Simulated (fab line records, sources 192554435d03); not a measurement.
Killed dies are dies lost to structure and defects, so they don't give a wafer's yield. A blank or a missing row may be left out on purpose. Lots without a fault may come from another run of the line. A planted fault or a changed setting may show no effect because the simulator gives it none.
fab line records | flow n5_finfet
record lots=6 wafers=18 last_day=18
route steps=1938 shown BEOL_M4@1111 BEOL_M8@1377 BEOL_M15@1830 PASSIVATION@1936
lots that met no fault: from a run of the same line without faults
start_h: hours from the record's first day to the start of the lot's first wafer shown | wait_h: hours since the lot's step before | " the same as in the row above | L1.1+2: a row that stands for several wafers | - no value, or no start given | * or withheld: withheld | < > ~ a bound
route shown NAME@n: a module of which the file shows steps, and the number in the route of the first | usual: mean/standard deviation of fault-free wafers | same: alike in all rows | chamber/n: place in a boat | sites: the reading at each site | _std_site: their standard deviation | _edge_site: outer sites' mean less inner sites' | radius_mm: how far each site lies from the wafer's centre | mask NAME#n: copy n | behind: the tool/chamber that last shaped the wafer | hold: why the lot was held/for how many hours/how that ended | device: the transistor (n, p or np) that didn't switch | end of line: the same wafers' tests at the end of the route | a step without rows: its recipe alone | killed: dies lost to structure and defects at the first sort, not the wafer's yield | map: a wafer's dies, x killed, . not, _ none there
set.NAME: the setting as run; set.NAME@STEP: as run at that earlier step | model.NAME: the simulator's own value behind a step, which no gauge read
steps of the route over a sample of lots; a table a step, a row a wafer
services: from which hour (start_h, from the record's first day; less than 0 if before it) a tool's chamber was out of use, for how many hours, and why
## steps
# step N5_BEOL_M4_RC_MEAS_101
# usual DIBL_N=37.1/1.8 DIBL_P=37.2/2.1 IOFF_N=0.17/0.033 IOFF_P=0.22/0.037 ION_N=680/11 ION_P=464/7.7 SS_N=71.7/0.63 SS_P=73.6/0.67 VT_N=248.9/2.9 VT_P=-251/3.6
# columns lot.wafer tool chamber start_h wait_h DIBL_N[mV/V] DIBL_P[mV/V] IOFF_N[nA/um] IOFF_P[nA/um] ION_N[uA/um] ION_P[uA/um] SS_N[mV/dec] SS_P[mV/dec] VT_N[mV] VT_P[mV]
L379.1 prober-01 0 187.64 0.0 37.7 39.0 0.21 0.24 684 467 72.2 74.0 244.9 -249
L379.3 " 0 " " 32.4 32.8 0.11 0.15 666 458 70.6 72.1 253.1 -256
L379.6 " 0 " " 36.1 37.3 0.18 0.21 682 465 71.9 73.8 246.9 -250
L384.2 prober-01 0 216.16 0.2 38.2 39.4 0.22 0.31 697 481 72.4 74.2 245.5 -244
L384.3 " 0 " " 38.0 37.8 0.20 0.29 686 479 72.1 73.6 245.1 -243
L384.5 " 0 " " 37.1 36.8 0.18 0.26 680 466 72.2 73.5 246.5 -247
L386.1 prober-01 0 235.29 0.0 35.6 35.8 0.15 0.20 675 466 71.2 73.9 249.1 -251
L386.2 " 0 " " 38.3 37.0 0.19 0.23 691 470 71.7 73.9 249.9 -249
L386.4 " 0 " " 34.8 34.9 0.14 0.19 678 464 70.5 72.2 250.8 -254
L397.1 prober-02 0 313.82 0.0 35.7 35.8 0.15 0.21 669 465 71.6 73.1 250.2 -251
L397.2 " 0 " " 35.8 34.0 0.15 0.19 673 461 72.0 72.5 251.8 -252
L397.5 " 0 " " 37.6 37.0 0.17 0.22 674 468 72.0 73.2 251.1 -249
L399.2 prober-02 0 322.86 0.2 39.5 39.0 0.18 0.24 664 463 71.9 73.9 249.3 -248
L399.3 " 0 " " 40.7 38.9 0.21 0.24 678 461 73.2 74.5 247.9 -247
L399.4 " 0 " " 37.4 35.8 0.16 0.20 680 461 71.3 73.8 250.8 -250
L400.2 prober-02 0 325.78 0.2 40.8 40.8 0.27 0.34 703 477 73.1 74.0 242.1 -241
L400.4 " 0 " " 35.2 34.0 0.13 0.20 677 463 72.0 72.0 251.3 -248
L400.5 " 0 " " 37.1 36.9 0.18 0.25 679 467 71.7 73.6 248.0 -244
# step N5_BEOL_M8_TRENCH_ETCH_37
# recipe chemistry=C4F6/O2 target_depth_a=934.78 target=SiCOH_lowk time_s=31.2 ion_energy_ev=250 pressure_mtorr=30 source_w=345 bias_w=185 Ar_flow_sccm=300 C4F6_flow_sccm=10 O2_flow_sccm=10
# usual drypump_motor_current_A=5.5/0.5 oes_o_777_au=0.78/0.07 oes_product_au=0.77/0.063 rf_vpp_V=667/14 run_length_s=54.5/0.52 showerhead_plenum_p_Torr=2.90/0.084 throttle_valve_pct=21.04/0.17
# columns lot.wafer tool chamber start_h wait_h drypump_motor_current_A oes_o_777_au oes_product_au rf_hours_counter_h rf_vpp_V run_length_s showerhead_plenum_p_Torr throttle_valve_pct
L379.1 rie_diel-03 1 222.60 - 5.2 0.78 0.77 131 665 54.0 2.86 20.95
L379.3 " 2 " " 5.3 0.76 0.74 136 686 54.6 2.87 21.42
L379.6 " 0 " " 5.7 0.76 0.75 - 665 55.1 2.94 20.90
L384.2 rie_diel-03 0 255.50 - 5.6 0.76 0.74 174 665 54.6 2.93 20.93
L384.3 " 3 " " 6.3 1.02 0.97 8 650 54.2 3.06 21.04
L384.5 " 0 " " 5.6 0.75 0.73 - 664 54.8 2.93 20.92
L386.1 rie_diel-03 3 271.58 - 6.3 1.00 0.95 14 649 54.2 3.06 21.06
L386.2 " 0 " " 5.7 0.74 0.73 180 664 70.4 2.93 20.97
L386.4 " 2 " " 5.3 0.75 0.73 155 686 54.5 2.87 21.43
L397.1 rie_diel-01 0 354.61 - 6.4 0.73 0.76 151 676 55.2 2.85 20.82
L397.2 " 3 " " 5.3 0.65 0.68 244 681 53.9 2.93 21.05
L397.5 " 1 " " 5.2 0.79 0.79 - 669 54.8 2.87 20.98
L399.2 rie_diel-01 0 365.08 - 6.4 0.72 0.76 154 676 54.8 2.84 20.82
L399.3 " 3 " " 5.3 0.65 0.67 247 682 54.1 2.93 21.05
L399.4 " 2 " " 5.0 0.72 0.68 241 672 54.9 2.92 21.26
L400.2 rie_diel-05 0 365.25 - 6.2 0.76 0.76 136 645 53.7 2.75 21.25
L400.4 " 3 " " 4.6 0.77 0.77 131 669 54.5 2.98 21.15
L400.5 " 1 " " 5.7 0.80 0.78 - 637 54.2 2.73 20.91
# step N5_BEOL_M8_OCD_MEAS_38
# usual trench_depth_nm=93.5/1.8
# columns lot.wafer tool chamber start_h wait_h trench_depth_nm
L379.1 ocd-01 - 222.75 - 91.6
L379.3 " - " " 91.4
L379.6 " - " " 93.6
L384.2 ocd-02 - 255.65 - 94.8
L384.3 " - " " 95.0
L384.5 " - " " 93.5
L386.1 ocd-01 - 271.73 - 95.0
L386.2 " - " " 142.1
L386.4 " - " " 92.1
L397.1 ocd-02 - 354.76 - 93.0
L397.2 " - " " 92.9
L397.5 " - " " 94.2
L399.2 ocd-02 - 365.23 - 93.2
L399.3 " - " " 92.2
L399.4 " - " " 92.9
L400.2 ocd-01 - 365.41 - 91.3
L400.4 " - " " 91.2
L400.5 " - " " 92.8
# step N5_BEOL_M8_CD_MEAS_35
# recipe target_cd_nm=40 polarity=opening
# usual cd_nm=39.9/0.53
# columns lot.wafer tool chamber start_h wait_h cd_nm
L379.1 cd_sem-02 - 222.91 0.0 39.5
L379.3 " - " " 40.2
L379.6 " - " " 39.1
L384.2 cd_sem-03 - 255.81 0.0 39.7
L384.3 " - " " 40.3
L384.5 " - " " 40.2
L386.1 cd_sem-01 - 271.89 0.0 39.9
L386.2 " - " " 40.2
L386.4 " - " " 39.3
L397.1 cd_sem-02 - 354.92 0.0 39.4
L397.2 " - " " 40.5
L397.5 " - " " 39.9
L399.2 cd_sem-03 - 365.39 0.0 39.6
L399.3 " - " " 39.4
L399.4 " - " " 39.3
L400.2 cd_sem-02 - 365.56 0.0 39.5
L400.4 " - " " 39.9
L400.5 " - " " 39.0
# step N5_BEOL_M8_CURE_75
# recipe temp_c=370 time_s=120 ambient=DMADMS/He material=SiCOH_lowk
# usual lamp_power_pct=52.31/0.051 wafer_temp_C_max=371.7/0.47
# columns lot.wafer tool chamber start_h wait_h lamp_power_pct wafer_temp_C_max
L379.1 uv_cure-01 1 222.95 0.0 52.30 371.3
L379.3 " 1 " " 52.41 371.3
L379.6 " 1 " " 52.37 372.0
L384.2 uv_cure-02 2 255.90 0.1 52.31 372.3
L384.3 " 2 " " 52.30 371.8
L384.5 " 2 " " 52.29 371.9
L386.1 uv_cure-01 2 271.93 0.0 52.33 370.8
L386.2 " 2 " " 52.38 370.7
L386.4 " 2 " " 52.23 370.9
L397.1 uv_cure-02 2 355.12 0.2 52.32 372.1
L397.2 " 2 " " 52.26 371.6
L397.5 " 2 " " 52.38 371.6
L399.2 uv_cure-03 1 365.48 0.1 52.23 372.5
L399.3 " 1 " " 52.37 371.9
L399.4 " 1 " " 52.28 372.1
L400.2 uv_cure-02 0 365.82 0.3 52.19 371.4
L400.4 " 0 " " 52.36 372.2
L400.5 " 0 " " 52.39 371.7
# step N5_BEOL_M8_PRE_CLEAN_45
# recipe gas=H2/He time_s=30 temp_c=250
# usual heater_power_w=322/35
# columns lot.wafer tool chamber start_h wait_h heater_power_w
L379.1 pvd_sputter-02 - 223.47 0.0 384
L379.3 " - " " 291
L379.6 " - " " 380
L384.2 pvd_sputter-02 - 256.67 0.0 295
L384.3 " - " " 368
L384.5 " - " " 290
L386.1 pvd_sputter-03 - 273.69 0.0 296
L386.2 " - " " 275
L386.4 " - " " 325
L397.1 pvd_sputter-02 - 356.29 0.0 295
L397.2 " - " " 366
L397.5 " - " " 293
L399.2 pvd_sputter-01 - 365.94 0.0 314
L399.3 " - " " 320
L399.4 " - " " 336
L400.2 pvd_sputter-02 - 366.15 0.0 383
L400.4 " - " " 289
L400.5 " - " " 297
# step N5_BEOL_M8_THK_MEAS_53
# recipe thk_meas_gauge=xrf reads=Cu_of_BEOL_M8_ECD_50
# usual M8_THK=80.3/2.4
# columns lot.wafer tool chamber start_h wait_h M8_THK[nm]
L379.1 film_metro-01 - 225.31 - 78.9
L379.3 " - " " 77.2
L379.6 " - " " 78.9
L384.2 film_metro-01 - 258.63 - 82.1
L384.3 " - " " 81.1
L384.5 " - " " 78.7
L386.1 film_metro-01 - 275.12 - 78.9
L386.2 " - " " 128.9
L386.4 " - " " 77.4
L397.1 film_metro-02 - 357.65 - 79.9
L397.2 " - " " 82.8
L397.5 " - " " 81.7
L399.2 film_metro-02 - 367.56 - 81.8
L399.3 " - " " 79.7
L399.4 " - " " 81.2
L400.2 film_metro-02 - 368.42 - 79.9
L400.4 " - " " 81.4
L400.5 " - " " 80.9
# step N5_BEOL_M8_RS_MEAS_57
# recipe thk_meas_gauge=four-point-probe reads=Cu_of_BEOL_M8_ECD_50+Co_of_BEOL_M8_CVD_78+TaN_of_BEOL_M8_ALD_77
# usual M8_RS=0.286/0.0092
# columns lot.wafer tool chamber start_h wait_h M8_RS[ohm/sq]
L379.1 film_metro-01 - 225.47 0.1 0.292
L379.3 " - " " 0.298
L379.6 " - " " 0.289
L384.2 film_metro-02 - 258.76 0.1 0.278
L384.3 " - " " 0.281
L384.5 " - " " 0.290
L386.1 film_metro-02 - 275.25 0.1 0.288
L386.2 " - " " 0.165
L386.4 " - " " 0.294
L397.1 film_metro-02 - 357.78 0.1 0.293
L397.2 " - " " 0.283
L397.5 " - " " 0.287
L399.2 film_metro-01 - 367.70 0.1 0.282
L399.3 " - " " 0.291
L399.4 " - " " 0.284
L400.2 film_metro-02 - 368.55 0.1 0.293
L400.4 " - " " 0.284
L400.5 " - " " 0.286
# step N5_BEOL_M15_RC_MEAS_101
# usual COMB_M10=1.47e-11/3e-12 COMB_M11=1.4e-11/3.2e-12 COMB_M12=6.5e-12/1.7e-12 COMB_M13=4.7e-12/1.1e-12 COMB_M13_max_site=6.9e-12/1.7e-12 COMB_M14=3.7e-12/1e-12 COMB_M15=2.6e-12/8e-13 COMB_M5=3.6e-11/7.6e-12 COMB_M6=2.5e-11/4.7e-12 COMB_M6_max_site=3.6e-11/7.8e-12 COMB_M7=2.6e-11/5.7e-12 COMB_M9=1.5e-11/3.2e-12 SERP_M10=3.03/0.094 SERP_M11=3.08/0.12 SERP_M12=0.643/0.019 SERP_M13=0.309/0.0073 SERP_M14=0.161/0.0049 SERP_M5=39.5/2 SERP_M6=13.8/0.59 SERP_M6_max_site=14.4/0.63 SERP_M7=13.9/0.67 SERP_M8=13.8/0.53 SERP_M8_max_site=14.4/0.58 SERP_M9=3.13/0.11 SERP_M9_max_site=3.23/0.12
# columns lot.wafer tool chamber start_h wait_h COMB_M10[S/m] COMB_M11[S/m] COMB_M12[S/m] COMB_M13[S/m] COMB_M13_max_site[S/m] COMB_M14[S/m] COMB_M15[S/m] COMB_M5[S/m] COMB_M6[S/m] COMB_M6_max_site[S/m] COMB_M7[S/m] COMB_M9[S/m] SERP_M10[ohm/um] SERP_M11[ohm/um] SERP_M12[ohm/um] SERP_M13[ohm/um] SERP_M14[ohm/um] SERP_M5[ohm/um] SERP_M6[ohm/um] SERP_M6_max_site[ohm/um] SERP_M7[ohm/um] SERP_M8[ohm/um] SERP_M8_max_site[ohm/um] SERP_M9[ohm/um] SERP_M9_max_site[ohm/um]
L379.1 prober-01 0 275.62 0.0 1.45e-11 2e-11 8.8e-12 6.6e-12 1e-11 3.9e-12 2.4e-12 4.1e-11 2.4e-11 3.8e-11 3.1e-11 1.6e-11 2.85 3.15 0.637 0.307 0.151 39.1 13.3 14.3 14.5 14.8 16.0 3.25 3.28
L379.3 " 0 " " 1.91e-11 1.5e-11 8.2e-12 6.4e-12 7.3e-12 5.1e-12 2.5e-12 4.6e-11 2.6e-11 4.5e-11 2.3e-11 1.9e-11 3.05 3.21 0.628 0.316 0.167 40.0 13.0 13.4 13.2 14.3 14.8 3.26 3.49
L379.6 " 0 " " 1.25e-11 1.4e-11 8.2e-12 6.6e-12 8.5e-12 5.6e-12 2.7e-12 4.3e-11 2.4e-11 3.1e-11 2.2e-11 2.1e-11 2.81 3.20 0.644 0.307 0.165 38.7 12.8 13.1 14.1 14.6 15.0 3.33 3.37
L384.2 prober-02 0 315.98 0.2 2.12e-11 1e-11 5.7e-12 3.2e-12 4.5e-12 2.6e-12 2.3e-12 2.3e-11 2.3e-11 3.1e-11 3.1e-11 1.3e-11 2.82 3.16 0.626 0.309 0.160 40.6 13.6 14.2 13.7 13.5 13.7 3.30 3.45
L384.3 " 0 " " 1.42e-11 9e-12 5.9e-12 3.3e-12 5.4e-12 2.1e-12 2.4e-12 3.3e-11 2.8e-11 3.9e-11 2.1e-11 1.6e-11 3.18 3.27 0.621 0.317 0.161 40.5 13.3 14.6 13.1 13.6 13.9 3.17 3.32
L384.5 " 0 " " 1.39e-11 1.8e-11 7.9e-12 4.2e-12 6.1e-12 3.1e-12 2.9e-12 2.3e-11 3.3e-11 4.5e-11 2.3e-11 1.7e-11 2.83 3.21 0.648 0.308 0.163 41.0 13.9 14.2 13.1 14.0 14.3 3.29 3.44
L386.1 prober-01 0 326.97 0.0 2.04e-11 1.2e-11 7.8e-12 6e-12 8.5e-12 4.2e-12 2.7e-12 3.9e-11 3.2e-11 4e-11 2.1e-11 1.7e-11 3.10 2.87 0.643 0.321 0.153 41.3 14.8 15.2 13.2 13.9 14.2 2.97 3.13
L386.2 " 0 " " 1.68e-11 1.3e-11 6.9e-12 6e-12 1.16e-11 3.9e-12 2.1e-12 4.7e-11 2.6e-11 3.4e-11 2.2e-11 1.4e-11 3.13 3.08 0.617 0.314 0.159 38.6 14.6 15.0 13.2 8.2 8.7 3.18 3.28
L386.4 " 0 " " 1.69e-11 8e-12 7.2e-12 5.7e-12 7.7e-12 4.2e-12 2.6e-12 3.5e-11 2.4e-11 3.4e-11 2e-11 1.1e-11 3.11 3.01 0.619 0.321 0.159 39.7 14.7 15.0 12.7 14.4 15.1 3.03 3.13
L397.1 prober-01 0 411.03 0.0 1.11e-11 1.3e-11 5.9e-12 3.9e-12 5.2e-12 3.1e-12 3.3e-12 4e-11 2.7e-11 5.3e-11 2.4e-11 2.1e-11 3.00 2.94 0.660 0.311 0.164 40.9 14.0 14.5 13.2 14.3 14.7 3.11 3.19
L397.2 " 0 " " 1.03e-11 1.7e-11 8.7e-12 4.5e-12 5.4e-12 3.3e-12 3e-12 3.1e-11 3.3e-11 4.3e-11 3.1e-11 1.6e-11 2.98 3.05 0.659 0.306 0.166 37.4 13.8 14.6 12.8 13.0 13.4 3.17 3.21
L397.5 " 0 " " 1.2e-11 1e-11 6.4e-12 4.7e-12 5.4e-12 3.7e-12 4.5e-12 3.4e-11 2.8e-11 4.5e-11 3e-11 1.5e-11 3.03 3.04 0.674 0.302 0.156 40.5 14.0 14.4 13.9 13.7 14.3 3.21 3.29
L400.2 prober-01 0 418.13 0.2 1.6e-11 2.1e-11 5.8e-12 4.6e-12 7.2e-12 4e-12 3.6e-12 4.4e-11 2.9e-11 3.7e-11 3.8e-11 1.8e-11 2.96 3.03 0.660 0.303 0.155 40.5 14.3 15.8 13.5 14.6 15.1 2.95 2.99
L400.4 " 0 " " 1.84e-11 1.8e-11 7.4e-12 4.7e-12 6.2e-12 3.8e-12 3.7e-12 3.8e-11 2.5e-11 5.2e-11 3.4e-11 1.1e-11 2.94 3.18 0.667 0.320 0.156 40.9 13.8 14.5 13.8 13.7 14.2 3.26 3.42
L400.5 " 0 " " 1.28e-11 2e-11 1.14e-11 4.7e-12 7.6e-12 3.4e-12 2.6e-12 3.7e-11 3.3e-11 4e-11 2.9e-11 1.7e-11 3.11 2.99 0.656 0.320 0.163 38.9 14.0 14.4 14.3 14.6 14.8 2.96 3.13
L399.2 prober-02 0 418.28 0.2 1.66e-11 1.1e-11 7.1e-12 4.6e-12 6e-12 2.9e-12 2.3e-12 3.5e-11 1.8e-11 2.9e-11 3.1e-11 1.1e-11 3.03 3.08 0.688 0.308 0.153 36.7 14.4 15.4 13.4 13.6 14.0 2.97 3.07
L399.3 " 0 " " 1.48e-11 1.1e-11 6e-12 3.9e-12 6.3e-12 3.7e-12 2.4e-12 4.8e-11 2.5e-11 3.6e-11 3.2e-11 1e-11 3.08 3.11 0.662 0.303 0.170 35.9 12.6 12.9 13.4 14.4 15.1 2.95 3.04
L399.4 " 0 " " 1.73e-11 1.5e-11 6.1e-12 5e-12 6.8e-12 1.9e-12 2e-12 4.5e-11 2.1e-11 3.2e-11 3.6e-11 1.7e-11 3.07 3.28 0.667 0.303 0.161 37.6 12.5 13.7 13.9 14.2 14.8 2.98 3.10
# sites SERP_M8 radius_mm=0,75,75,75,75,140,140,140,140
L379.1 16.0 14.8 15.0 14.8 14.9 13.6 13.3 13.7 13.4
L384.2 13.2 13.3 13.5 13.3 13.6 13.5 13.7 13.7 13.5
L386.1 13.2 14.1 13.5 13.8 13.5 14.0 14.2 13.9 14.0
L397.1 13.7 14.0 14.6 14.2 14.2 14.5 14.5 14.3 14.7
L400.2 15.1 14.6 14.6 15.1 14.8 15.0 13.8 14.1 13.8
L399.2 13.2 13.6 13.5 13.3 12.9 13.8 14.0 14.0 13.7
# step N5_PASSIVATION_PROBE_49
# usual defect_limited_yield=91.7/1.5 killed_at_M0_to_M3=32/10 killed_at_M4_up=14/5.3 killed_at_contacts=13/5.7 killed_at_front_end=37/10 killed_at_other=3.3/2.5 killed_dies=98/18 killed_on_rim=13/3.6 killed_open=65/13 killed_short=31/7.5 sort_bin_5_function=4.9/0.91 sort_bin_6_memory=3.1/0.71 sort_n_pass=1082/18 sort_yield_pct=91.7/1.5
# same gross_dies=1180 killed_at_back_side=0 sort_bin_4_leakage[%]=0 sort_bin_8_speed[%]=0
# columns lot.wafer tool chamber start_h wait_h defect_limited_yield[%] killed_at_M0_to_M3 killed_at_M4_up killed_at_contacts killed_at_front_end killed_at_other killed_dies killed_on_rim killed_open killed_short sort_bin_5_function[%] sort_bin_6_memory[%] sort_n_pass sort_yield_pct[%]
L379.1 prober-02 - 289.12 0.0 91.4 40 14 6 39 3 102 12 67 33 4.7 3.6 1078 91.4
L379.3 prober-02 - 289.22 0.1 91.8 24 8 24 39 2 97 13 65 29 5.3 2.8 1083 91.8
L379.6 prober-02 - 289.37 0.3 92.4 31 13 14 31 1 90 12 72 18 5.1 2.3 1090 92.4
L384.2 prober-02 - 331.64 0.1 88.9 52 31 7 36 5 131 17 85 46 6.8 3.8 1049 88.9
L384.3 prober-02 - 331.69 0.1 89.8 40 12 17 46 5 120 15 81 39 6.0 3.9 1060 89.8
L384.5 prober-02 - 331.79 0.2 91.8 30 12 15 38 2 97 14 66 30 4.6 3.5 1083 91.8
L386.1 prober-01 - 342.09 0.0 91.5 23 8 14 50 5 100 14 52 47 4.8 3.1 1080 91.5
L386.2 prober-01 - 342.14 0.1 70.5 38 242 13 53 2 348 30 71 47 6.1 3.6 832 70.5
L386.4 prober-01 - 342.24 0.2 92.2 27 10 10 43 2 92 9 65 27 5.2 2.4 1088 92.2
L397.1 prober-02 - 428.77 0.1 94.3 20 8 3 33 3 67 8 41 20 2.9 2.2 1113 94.3
L397.2 prober-02 - 428.82 0.2 92.8 37 12 8 26 2 85 17 55 29 4.7 2.1 1095 92.8
L397.5 prober-02 - 428.97 0.3 93.9 18 9 8 33 4 72 15 43 28 3.2 2.5 1108 93.9
L400.2 prober-01 - 432.68 0.1 94.7 17 17 7 22 0 63 8 44 19 3.5 1.8 1117 94.7
L400.4 prober-01 - 432.78 0.2 92.9 22 13 18 28 3 84 11 64 19 4.3 2.5 1096 92.9
L400.5 prober-01 - 432.83 0.2 92.4 29 25 14 21 1 90 8 53 37 4.7 2.8 1090 92.4
L399.2 prober-02 - 434.63 0.1 91.0 29 12 16 47 2 106 15 69 36 5.6 3.1 1074 91.0
L399.3 prober-02 - 434.68 0.1 92.2 24 13 12 33 10 92 18 54 37 5.0 2.4 1088 92.2
L399.4 prober-02 - 434.73 0.2 89.2 41 16 23 47 1 128 18 82 46 6.2 4.4 1052 89.2
# killed by level:class
L379.1 STI_FIN_REVEAL:geometric_particle:open=12 FIN_SAQP:geometric_particle:short=7 BEOL_M3:geometric_particle:open=7 MOL_CONTACT_COAG:geometric_particle:open=6 BEOL_M0_SAQP:geometric_particle:open=6 BEOL_M2:geometric_particle:open=6 BEOL_M0_SAQP:geometric_particle:short=5 BEOL_M0:geometric_particle:open=5
L379.3 MOL_CONTACT_COAG:geometric_particle:open=20 STI_FIN_REVEAL:geometric_particle:open=11 FIN_SAQP:geometric_particle:short=6 DUMMY_GATE:geometric_particle:open=5 BEOL_M0_SAQP:geometric_particle:short=5 BEOL_M1:geometric_particle:open=5 BEOL_M2:geometric_particle:open=5 FIN_SAQP:geometric_particle:open=4
L379.6 BEOL_M2:geometric_particle:open=12 STI_FIN_REVEAL:geometric_particle:open=11 MOL_CONTACT_COAG:geometric_particle:open=10 DUMMY_GATE:geometric_particle:open=8 BEOL_M0_SAQP:geometric_particle:open=7 BEOL_M0_SAQP:geometric_particle:short=5 FIN_SAQP:geometric_particle:short=4 MOL_CONTACT_COAG:geometric_particle:short=4
L384.2 BEOL_M0_SAQP:geometric_particle:short=17 BEOL_M1:geometric_particle:open=10 BEOL_M4:geometric_particle:open=10 BEOL_M0_SAQP:geometric_particle:open=9 MOL_CONTACT_COAG:geometric_particle:open=7 BEOL_M3:geometric_particle:open=7 BEOL_M5:geometric_particle:open=6 STARTING-WAFER:geometric_particle:open=6
L384.3 MOL_CONTACT_COAG:geometric_particle:open=14 BEOL_M0_SAQP:geometric_particle:short=13 BEOL_M2:geometric_particle:open=9 FIN_SAQP:geometric_particle:open=8 STI_FIN_REVEAL:geometric_particle:open=8 DUMMY_GATE:geometric_particle:open=8 BEOL_M1:geometric_particle:open=6 BEOL_M4:geometric_particle:open=6
L384.5 STI_FIN_REVEAL:geometric_particle:open=12 MOL_CONTACT_COAG:geometric_particle:open=10 BEOL_M2:geometric_particle:open=9 GATE_CUT:geometric_particle:short=8 BEOL_M0_SAQP:geometric_particle:short=8 BEOL_M3:geometric_particle:open=6 MOL_CONTACT_COAG:geometric_particle:short=5 BEOL_M4:geometric_particle:open=5
L386.1 FIN_SAQP:geometric_particle:short=12 MOL_CONTACT_COAG:geometric_particle:open=12 FIN_SAQP:geometric_particle:open=7 DUMMY_GATE:geometric_particle:open=7 STARTING-WAFER:geometric_particle:short=7 STI_FIN_REVEAL:geometric_particle:open=6 BEOL_M0_SAQP:geometric_particle:short=6 BEOL_M3:geometric_particle:short=5
L386.2 BEOL_M8:area_etch=228 FIN_SAQP:geometric_particle:short=22 MOL_CONTACT_COAG:geometric_particle:open=12 BEOL_M0_SAQP:geometric_particle:open=10 BEOL_M0_SAQP:geometric_particle:short=9 FIN_SAQP:geometric_particle:open=7 STI_FIN_REVEAL:geometric_particle:open=6 BEOL_M1:geometric_particle:open=6
L386.4 STI_FIN_REVEAL:geometric_particle:open=14 FIN_SAQP:geometric_particle:short=10 MOL_CONTACT_COAG:geometric_particle:open=10 FIN_SAQP:geometric_particle:open=6 BEOL_M0_SAQP:geometric_particle:short=6 BEOL_M0_SAQP:geometric_particle:open=6 BEOL_M1:geometric_particle:open=6 BEOL_M2:geometric_particle:open=3
L397.1 BEOL_M2:geometric_particle:open=6 FIN_SAQP:geometric_particle:short=4 GATE_CUT:geometric_particle:short=4 BEOL_M3:geometric_particle:open=4 STARTING-WAFER:geometric_particle:open=4 STI_FIN_REVEAL:geometric_particle:open=3 BEOL_M0:geometric_particle:open=3 STARTING-WAFER:geometric_particle:short=3
L397.2 BEOL_M2:geometric_particle:open=10 MOL_CONTACT_COAG:geometric_particle:open=7 BEOL_M1:geometric_particle:open=7 GATE_CUT:geometric_particle:open=6 BEOL_M2:geometric_particle:short=6 GATE_CUT:geometric_particle:short=5 BEOL_M3:geometric_particle:open=5 BEOL_M0_SAQP:geometric_particle:short=4
L397.5 FIN_SAQP:geometric_particle:open=9 FIN_SAQP:geometric_particle:short=9 BEOL_M2:geometric_particle:open=8 MOL_CONTACT_COAG:geometric_particle:open=7 BEOL_M0_SAQP:geometric_particle:short=5 GATE_CUT:geometric_particle:short=4 DUMMY_GATE:geometric_particle:open=2 GATE_CUT:geometric_particle:open=2
L400.2 BEOL_M4:geometric_particle:open=13 ILD0:geometric_particle:short=5 MOL_CONTACT_COAG:geometric_particle:open=5 BEOL_M3:geometric_particle:open=5 ILD0:geometric_particle:open=4 BEOL_M0_SAQP:geometric_particle:short=4 STI_FIN_REVEAL:geometric_particle:open=3 DUMMY_GATE:geometric_particle:open=3
L400.4 MOL_CONTACT_COAG:geometric_particle:open=16 BEOL_M1:geometric_particle:open=8 BEOL_M2:geometric_particle:open=6 BEOL_M4:geometric_particle:open=5 STI_FIN_REVEAL:geometric_particle:open=4 DUMMY_GATE:geometric_particle:open=4 GATE_CUT:geometric_particle:short=4 BEOL_M0_SAQP:geometric_particle:open=4
L400.5 BEOL_M4:geometric_particle:open=15 BEOL_M0_SAQP:geometric_particle:short=9 MOL_CONTACT_COAG:geometric_particle:open=8 FIN_SAQP:geometric_particle:short=7 MOL_CONTACT_COAG:geometric_particle:short=6 BEOL_M2:geometric_particle:open=5 BEOL_M3:geometric_particle:open=5 ILD0:geometric_particle:short=4
L399.2 FIN_SAQP:geometric_particle:open=14 MOL_CONTACT_COAG:geometric_particle:open=12 BEOL_M0_SAQP:geometric_particle:open=11 BEOL_M0_SAQP:geometric_particle:short=10 STI_FIN_REVEAL:geometric_particle:open=8 GATE_CUT:geometric_particle:short=8 FIN_SAQP:geometric_particle:short=6 MOL_CONTACT_COAG:geometric_particle:short=4
L399.3 FIN_SAQP:geometric_particle:open=12 BEOL_M0_SAQP:geometric_particle:short=8 BEOL_M0_SAQP:geometric_particle:open=8 MOL_CONTACT_COAG:geometric_particle:open=7 FIN_SAQP:geometric_particle:short=5 MOL_CONTACT_COAG:geometric_particle:short=5 GATE_CUT:geometric_particle:short=4 BEOL_M4:geometric_particle:short=4
L399.4 MOL_CONTACT_COAG:geometric_particle:open=19 BEOL_M0_SAQP:geometric_particle:short=19 FIN_SAQP:geometric_particle:open=16 BEOL_M0_SAQP:geometric_particle:open=12 GATE_CUT:geometric_particle:short=7 BEOL_M5:geometric_particle:open=6 STI_FIN_REVEAL:geometric_particle:open=5 BEOL_M3:geometric_particle:open=5
## services
# columns tool chamber start_h hours kind
uv_cure-01 - 201.96 0.4 repair
rie_diel-03 3 216.77 - clean
rie_diel-03 3 216.77 - consumable_replace:focus_ring
rie_diel-03 3 216.77 - consumable_replace:showerhead
rie_diel-03 3 216.77 18.6 scheduled_down
rie_diel-03 3 216.77 18.6 vent_cycle
rie_diel-01 0 228.17 6.0 repair
rie_diel-01 - 238.12 15.6 pm
uv_cure-01 - 250.88 7.5 pm
rie_diel-01 1 263.76 3.0 repair
rie_diel-05 1 270.84 14.1 repair
uv_cure-03 - 310.08 2.0 repair
uv_cure-03 - 316.30 7.5 pm
uv_cure-02 - 317.76 1.0 pm
rie_diel-01 - 322.39 0.2 repair
uv_cure-02 - 332.44 2.8 pm
rie_diel-03 1 336.08 13.1 repair
uv_cure-03 - 344.29 6.5 repair
pvd_sputter-03 - 350.34 3.1 repair
## key
first_sign step=N5_BEOL_M8_TRENCH_ETCH_37 reading=run_length_s direction=up sigmas=31 usual=* struck=*
effect step=N5_BEOL_M8_OCD_MEAS_38 reading=trench_depth_nm direction=up sigmas=26 usual=93.5 struck=142.1
effect step=N5_BEOL_M8_THK_MEAS_53 reading=M8_THK direction=up sigmas=20 usual=80.3 struck=128.9
effect step=N5_BEOL_M8_RS_MEAS_57 reading=M8_RS direction=down sigmas=13 usual=0.286 struck=0.165
effect step=N5_BEOL_M15_RC_MEAS_101 reading=SERP_M8 direction=down sigmas=11 usual=13.8 struck=8.2
effect step=N5_PASSIVATION_PROBE_49 reading=killed_at_M4_up direction=up sigmas=43 usual=14 struck=242
more_kills_born_at N5_BEOL_M8_TRENCH_ETCH_37@rie_diel-03=228
met_at N5_BEOL_M8_TRENCH_ETCH_37
struck_lots L386
struck_wafers L386.2
not_acting_at N5_BEOL_M8_CD_MEAS_35,N5_BEOL_M8_CURE_75,N5_BEOL_M8_PRE_CLEAN_45
onset_between 255.50 271.58
fault kind=process_parameter_drift tool=rie_diel-03 chamber=0 onset_h=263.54 steps=N5_BEOL_M8_TRENCH_ETCH_37 channel=time_s offset=* shape=step end_h=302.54 acts_in=* stated=*
